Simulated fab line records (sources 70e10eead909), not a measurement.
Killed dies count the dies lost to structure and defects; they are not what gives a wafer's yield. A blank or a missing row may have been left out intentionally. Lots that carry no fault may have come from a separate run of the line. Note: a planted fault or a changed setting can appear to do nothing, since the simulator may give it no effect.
Chamber matching | flow nand harc | pecvd-01 running NHARC_P_M0_PRE_CLEAN_31: 3 sister chambers
The step time 12 s. 20 wafers are shown with their chamber, then 10 later ones without.

## WAFERS WITH THEIR CHAMBER
wafer  | chamber | heater power w (W) | rf fwd power W (W)
L077.2 | 0       | 505                | 292.8
L077.5 | 0       | 517                | 294.7
L077.6 | 1       | 628                | 291.3
L080.2 | 1       | 595                | 292.8
L080.4 | 2       | 586                | 292.6
L080.5 | 0       | 585                | 292.9
L081.2 | 0       | 570                | 293.0
L081.3 | 2       | 573                | 292.7
L081.6 | 0       | 574                | 293.0
L083.2 | 0       | 576                | 291.7
L083.4 | 0       | 596                | 291.5
L083.6 | 1       | 698                | 292.5
L085.1 | 0       | 569                | 293.2
L085.5 | 0       | 586                | 292.4
L085.6 | 2       | 656                | 291.6
L086.1 | 2       | 593                | 291.0
L086.4 | 0       | 583                | 291.6
L086.5 | 2       | 604                | 291.8
L089.1 | 2       | 584                | 291.9
L089.4 | 0       | 597                | 292.8

SIGNATURES, as means of the wafers listed above
reading        | chamber 0 | chamber 1 | chamber 2 | scatter within a chamber
heater power w | 568.91    | 640.33    | 599.33    | 33.5
rf fwd power W | 292.691   | 292.200   | 291.933   | 0.823
Rule: a wafer's distance from a chamber is the root of the sum, over the readings, of the square of ((its reading less the chamber's mean) divided by the reading's scatter). If the next closest chamber is less than 2 further off than the closest, the wafer can't be placed; otherwise it belongs to the closest. The scatter is the square root of a quotient: the sum, over the shown wafers, of each reading's squared deviation from its chamber's mean, divided by wafers minus chambers.

## WAFERS MISSING THEIR CHAMBER
wafer  | heater power w (W) | rf fwd power W (W)
L089.6 | 719                | 291.7
L090.1 | 569                | 293.2
L090.4 | 634                | 291.3
L090.5 | 680                | 292.5
L091.1 | 704                | 292.3
L091.4 | 738                | 291.2
L091.6 | 614                | 292.7
L093.1 | 685                | 293.2
L093.5 | 684                | 291.3
L093.6 | 515                | 292.2

## THE CHAMBER EACH PASSED THROUGH
wafer  | from the rows above          | in truth
L089.6 | can't be placed: 1 or 2      | 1
L090.1 | can't be placed: 0 or 2 or 1 | 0
L090.4 | can't be placed: 1 or 2 or 0 | 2
L090.5 | can't be placed: 1 or 2      | 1
L091.1 | can't be placed: 1 or 2      | 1
L091.4 | can't be placed: 1 or 2      | 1
L091.6 | can't be placed: 1 or 2 or 0 | 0
L093.1 | can't be placed: 1 or 2 or 0 | 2
L093.5 | can't be placed: 1 or 2      | 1
L093.6 | can't be placed: 0 or 2      | 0
Correct placement for 0 of the 10. From these rows, 10 cannot be placed; in 10 the true chamber is one of the candidates. 0 placed wrongly.
